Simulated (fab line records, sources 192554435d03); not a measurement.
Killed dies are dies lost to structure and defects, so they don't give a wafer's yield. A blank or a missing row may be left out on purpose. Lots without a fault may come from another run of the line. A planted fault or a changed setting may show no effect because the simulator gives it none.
Which tool did it? | flow n5_finfet | 10 lots, 30 wafers sampled, at 5 steps of a route of 1938

WHAT THE GAUGES READ, wafer by wafer
N5_BEOL_M4_RC_MEAS_101. Usual: DIBL_N 35.9 mV/V, standard deviation 1.7; DIBL_P 36.0 mV/V, standard deviation 2.2; IOFF_N 0.16 nA/um, standard deviation 0.031; IOFF_P 0.21 nA/um, standard deviation 0.039; ION_N 678 uA/um, standard deviation 13; ION_P 464 uA/um, standard deviation 8.8; SS_N 71.5 mV/dec, standard deviation 0.61; SS_P 73.2 mV/dec, standard deviation 0.68; VT_N 249 mV, standard deviation 3.3; VT_P -250 mV, standard deviation 3.8.
lot  | measured     | on        | DIBL_N (mV/V)  | DIBL_P (mV/V)  | IOFF_N (nA/um) | IOFF_P (nA/um) | ION_N (uA/um) | ION_P (uA/um) | SS_N (mV/dec)  | SS_P (mV/dec)  | VT_N (mV)   | VT_P (mV)      | flag
L167 | day 8 10:04  | prober-01 | 37.3 33.9 34.0 | 35.9 31.8 30.5 | 0.17 0.12 0.12 | 0.20 0.15 0.14 | 686 675 663   | 466 462 451   | 71.5 70.2 71.4 | 74.4 72.8 72.5 | 247 250 251 | -252 -253 -256 |
L166 | day 8 07:40  | prober-01 | 38.4 39.0 37.1 | 37.7 39.2 36.2 | 0.21 0.23 0.19 | 0.26 0.27 0.24 | 695 705 686   | 470 480 473   | 71.6 72.3 71.4 | 73.7 74.5 73.2 | 243 245 244 | -247 -246 -247 |
L171 | day 9 08:16  | prober-02 | 35.9 36.2 34.6 | 34.8 35.7 33.4 | 0.14 0.15 0.13 | 0.15 0.16 0.14 | 653 671 675   | 442 450 454   | 72.2 72.3 71.5 | 73.3 73.6 72.5 | 250 251 252 | -258 -258 -259 |
L172 | day 9 16:58  | prober-01 | 34.3 37.9 34.6 | 35.4 38.9 34.2 | 0.15 0.21 0.14 | 0.19 0.26 0.18 | 688 702 678   | 478 479 462   | 71.3 72.8 71.8 | 73.7 74.1 72.8 | 247 243 249 | -252 -248 -253 |
L173 | day 10 01:32 | prober-01 | 38.3 39.5 38.3 | 38.9 39.3 38.3 | 0.19 0.22 0.18 | 0.23 0.24 0.22 | 684 681 672   | 459 459 453   | 71.8 72.5 71.8 | 74.7 74.4 73.9 | 250 247 249 | -252 -253 -253 |
L175 | day 10 10:39 | prober-01 | 34.1 36.3 34.5 | 34.7 36.6 34.4 | 0.13 0.16 0.13 | 0.17 0.19 0.16 | 665 679 664   | 454 457 451   | 71.1 71.4 71.0 | 72.4 72.9 72.5 | 252 248 251 | -252 -251 -254 |
L178 | day 11 10:10 | prober-02 | 34.5 34.2 35.3 | 35.4 35.6 35.0 | 0.15 0.15 0.14 | 0.22 0.23 0.21 | 668 682 659   | 462 470 455   | 70.2 71.2 71.0 | 73.0 72.5 73.0 | 250 249 253 | -247 -244 -251 |
L181 | day 11 18:02 | prober-02 | 33.4 37.4 36.6 | 31.9 36.7 35.8 | 0.11 0.17 0.16 | 0.15 0.22 0.20 | 670 683 681   | 459 471 467   | 70.5 72.4 71.8 | 72.1 73.4 72.9 | 253 249 250 | -255 -250 -251 |
L180 | day 12 00:59 | prober-01 | 34.8 36.3 37.8 | 33.8 36.5 39.0 | 0.13 0.17 0.20 | 0.19 0.23 0.27 | 678 688 707   | 469 479 486   | 70.6 70.9 72.1 | 72.3 73.8 74.2 | 251 244 245 | -251 -247 -245 |
L185 | day 12 21:04 | prober-02 | 34.2 32.8 36.7 | 33.5 31.1 37.7 | 0.12 0.10 0.16 | 0.15 0.13 0.21 | 660 657 677   | 455 450 460   | 70.2 71.3 71.0 | 72.6 72.6 73.4 | 254 257 249 | -254 -257 -254 |

WHICH TOOL RAN EACH LOT (tool, then ch and the chambers of the sampled wafers, then the start)
lot  | N5_BEOL_M1_ETCH_41                            | N5_BEOL_M1_ALD_84                   | N5_BEOL_M1_CVD_47               | N5_BEOL_M1_ANNEAL_49
L167 | rie_diel-01 ch 1,2,3, day 6 18:10 or earlier  | ald_metal-01 ch 0,1,2, day 6 18:10  | cvd_co-01 ch 0,1, day 6 18:37   | pvd_sputter-01, day 6 18:53
L166 | rie_diel-03 ch 0,2,3, day 6 18:07 or earlier  | ald_metal-04 ch 0,1,2, day 6 18:07  | cvd_co-01 ch 0,1,2, day 6 18:33 | pvd_sputter-02, day 6 18:46
L171 | rie_diel-03 ch 0,1,3, day 7 18:42 or earlier  | ald_metal-04 ch 0,1,2, day 7 18:42  | cvd_co-02 ch 0,2, day 7 19:04   | pvd_sputter-01, day 7 19:19
L172 | rie_diel-01 ch 0,2, day 8 00:50 or earlier    | ald_metal-04 ch 1,2, day 8 00:50    | cvd_co-01 ch 1,2, day 8 01:14   | pvd_sputter-01, day 8 01:29
L173 | rie_diel-01 ch 1,2,3, day 8 04:01 or earlier  | ald_metal-02 ch 1,2,3, day 8 04:01  | cvd_co-01 ch 1,2, day 8 04:24   | pvd_sputter-03, day 8 04:41
L175 | rie_diel-04 ch 0,1,2, day 8 16:58 or earlier  | ald_metal-01 ch 0,2, day 8 16:58    | cvd_co-01 ch 0,1,2, day 8 17:30 | pvd_sputter-03, day 8 17:49
L178 | rie_diel-03 ch 0,1, day 9 16:31 or earlier    | ald_metal-02 ch 0,3, day 9 16:31    | cvd_co-02 ch 0,1,2, day 9 16:53 | pvd_sputter-02, day 9 18:28
L181 | rie_diel-04 ch 1,2, day 10 03:34 or earlier   | ald_metal-04 ch 1,2,3, day 10 03:34 | cvd_co-01 ch 0,1, day 10 03:55  | pvd_sputter-01, day 10 04:17
L180 | rie_diel-01 ch 1,2,3, day 10 03:50 or earlier | ald_metal-01 ch 0,1,2, day 10 03:50 | cvd_co-02 ch 0,2, day 10 04:13  | pvd_sputter-02, day 10 04:46
L185 | rie_diel-04 ch 0,1,2, day 11 07:26 or earlier | ald_metal-02 ch 0,1, day 11 07:26   | cvd_co-01 ch 0,1, day 11 07:59  | pvd_sputter-02, day 11 08:22
- N5_BEOL_M1_ETCH_41: etches SiCN in CH3F/O2, target depth 31.9 nm, time 57.8 s.
- N5_BEOL_M1_ALD_84: deposits TaN, pulse time 2 s, purge time 3 s, co reactant purge time 2 s.
- N5_BEOL_M1_CVD_47: deposits Co from CCTBA/H2, target thk 3 nm, time 223.8 s.
- N5_BEOL_M1_ANNEAL_49: time 240 s.

WHAT THE TOOLS THEMSELVES READ (means of the sampled wafers that have a number; where no wafer has one, the mark that the record gives instead)
N5_BEOL_M1_ETCH_41. Usual: drypump_motor_current_A 5.8 A, standard deviation 0.58; oes_product_au 0.80 a.u., standard deviation 0.094; rf_fwd_power_W 391.7 W, standard deviation 1.4; rf_vpp_V 297.1 V, standard deviation 1.4; showerhead_plenum_p_Torr 1.99 Torr, standard deviation 0.058; throttle_valve_pct 16.31 %, standard deviation 0.3.
lot  | tool        | drypump_motor_current_A (A) | oes_product_au (a.u.) | rf_fwd_power_W (W) | rf_vpp_V (V) | showerhead_plenum_p_Torr (Torr) | throttle_valve_pct (%) | flag
L167 | rie_diel-01 | 5.9                         | 0.88                  | 392.6              | 297.1        | 1.96                            | 16.19                  |
L166 | rie_diel-03 | 5.6                         | 0.77                  | 393.0              | 297.0        | 2.00                            | 16.25                  |
L171 | rie_diel-03 | 5.5                         | 0.78                  | 391.7              | 298.3        | 2.04                            | 16.14                  |
L172 | rie_diel-01 | 5.2                         | 0.93                  | 392.1              | 297.6        | 2.00                            | 15.97                  |
L173 | rie_diel-01 | 5.9                         | 0.85                  | 391.8              | 296.5        | 1.96                            | 16.20                  |
L175 | rie_diel-04 | 6.0                         | 0.78                  | 391.7              | 297.1        | 2.05                            | 16.57                  |
L178 | rie_diel-03 | 5.2                         | 0.78                  | 389.8              | 297.2        | 2.00                            | 16.12                  |
L181 | rie_diel-04 | 6.3                         | 0.80                  | 392.4              | 296.9        | 2.03                            | 16.41                  |
L180 | rie_diel-01 | 5.9                         | 0.83                  | 391.8              | 296.2        | 1.95                            | 16.22                  |
L185 | rie_diel-04 | 6.0                         | 0.85                  | 393.6              | 297.5        | 2.04                            | 16.45                  |

N5_BEOL_M1_ALD_84. Usual: chamber_pressure_Torr 3.001 Torr, standard deviation 0.0058; heater_power_w 408 W, standard deviation 37.
lot  | tool         | chamber_pressure_Torr (Torr) | heater_power_w (W) | flag
L167 | ald_metal-01 | 2.994                        | 430                |
L166 | ald_metal-04 | 3.002                        | 424                |
L171 | ald_metal-04 | 2.996                        | 420                |
L172 | ald_metal-04 | 2.996                        | 408                |
L173 | ald_metal-02 | 3.005                        | 395                |
L175 | ald_metal-01 | 3.000                        | 432                |
L178 | ald_metal-02 | 3.001                        | 388                |
L181 | ald_metal-04 | 3.002                        | 405                |
L180 | ald_metal-01 | 3.006                        | 425                |
L185 | ald_metal-02 | 3.007                        | 427                |

N5_BEOL_M1_CVD_47. Usual: chamber_pressure_Torr 29.99 Torr, standard deviation 0.06; run_length_s 246.8 s, standard deviation 0.66.
lot  | tool      | chamber_pressure_Torr (Torr) | run_length_s (s) | flag
L167 | cvd_co-01 | 29.95                        | 246.4            |
L166 | cvd_co-01 | 30.06                        | 246.9            |
L171 | cvd_co-02 | 29.91                        | 246.9            |
L172 | cvd_co-01 | 30.02                        | 247.3            |
L173 | cvd_co-01 | 29.94                        | 247.1            |
L175 | cvd_co-01 | 29.96                        | 246.8            |
L178 | cvd_co-02 | 29.96                        | 247.1            |
L181 | cvd_co-01 | 29.99                        | 354.9            | OFF
L180 | cvd_co-02 | 29.95                        | 246.1            |
L185 | cvd_co-01 | 30.00                        | 300.3            | OFF

N5_BEOL_M1_ANNEAL_49. Usual: heater_power_w 855 W, standard deviation 74.
lot  | tool           | heater_power_w (W) | flag
L167 | pvd_sputter-01 | 819                |
L166 | pvd_sputter-02 | 882                |
L171 | pvd_sputter-01 | 804                |
L172 | pvd_sputter-01 | 818                |
L173 | pvd_sputter-03 | 809                |
L175 | pvd_sputter-03 | 810                |
L178 | pvd_sputter-02 | 901                |
L181 | pvd_sputter-01 | 808                |
L180 | pvd_sputter-02 | 972                |
L185 | pvd_sputter-02 | 936                |

THE ANSWER, worked out from the rows above alone
Rule: a lot is off if the mean of its wafers that have a number lies more than 3 standard deviations from the usual mean. A lot without any number at a reading at which 4 lots or more have one is off too. The other lots that the step has rows for count as sound. The gauges are gone through in route order, then the tools' own readings, and for those a lot's mean is taken as printed above. The first step at which some lot is off is used, and at that step the reading that is off furthest; a lot without a number counts as furthest.
Off: L181, L185, at N5_BEOL_M1_CVD_47 (run_length_s).
A tool fits if, at that step or a process step before it, it ran every lot that is off, and no sound lot after the first of them. N5_BEOL_M1_ETCH_41 gives no start for some lots, so the hours and the order of its lots are those of N5_BEOL_M1_ALD_84. Can't be told from this: 2 tools fit, rie_diel-04 at N5_BEOL_M1_ETCH_41, cvd_co-01 at N5_BEOL_M1_CVD_47.

WHAT THE SIMULATOR HAD PUT IN
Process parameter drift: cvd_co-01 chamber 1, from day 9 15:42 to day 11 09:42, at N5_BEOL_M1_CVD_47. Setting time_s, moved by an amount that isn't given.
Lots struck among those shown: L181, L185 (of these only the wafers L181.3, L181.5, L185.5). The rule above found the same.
